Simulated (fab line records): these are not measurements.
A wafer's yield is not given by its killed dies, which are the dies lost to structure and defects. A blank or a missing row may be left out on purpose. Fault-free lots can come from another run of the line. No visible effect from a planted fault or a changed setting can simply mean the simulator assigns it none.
Matching of chambers	flow n5_finfet	N5_SDB_STRIP_21 on rie_diel-04 has 4 sister chambers
The step strips in CF4. 8 wafers are shown with their chamber, then 7 later ones without.

## WAFERS PAIRED WITH THEIR CHAMBERS
wafer	chamber	drypump_motor_current_A (A)	showerhead_plenum_p_Torr (Torr)
L075.4	2	5.5	1.75
L082.1	2	5.5	1.74
L082.4	1	5.2	1.76
L087.3	3	6.3	1.83
L087.5	1	5.3	1.76
L087.6	0	4.8	1.82
L089.3	3	6.2	1.83
L089.4	0	4.8	1.81

## WAFERS WHOSE CHAMBER IS MISSING
wafer	drypump_motor_current_A (A)	showerhead_plenum_p_Torr (Torr)
L089.6	5.5	1.74
L093.1	6.2	1.83
L093.3	4.8	1.81
L093.4	6.2	1.83
L096.4	5.5	1.73
L096.5	5.3	1.75
L096.6	4.8	1.81

## THE CHAMBER EACH PASSED THROUGH
wafer	from the rows above	in truth
L089.6	2	2
L093.1	3	3
L093.3	0	0
L093.4	3	3
L096.4	2	2
L096.5	can't be placed: 1 or 2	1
L096.6	0	0
6 of 7 placed correctly. Unplaceable from these rows: 1, with the true chamber sitting among the candidates in 1. Wrongly placed: 0.
How it was worked out, from the rows above alone: a wafer's distance from a chamber is the root of the sum, over the readings, of the square of ((its reading less the chamber's mean) divided by the reading's scatter). If the next closest chamber is less than 2 further off than the closest, the wafer can't be placed; otherwise it belongs to the closest. A chamber's mean is the mean of its shown wafers. How the scatter is found: for the shown wafers, subtract from each reading the mean of its chamber, square and add these, divide the total by (wafers less chambers), then take the root.
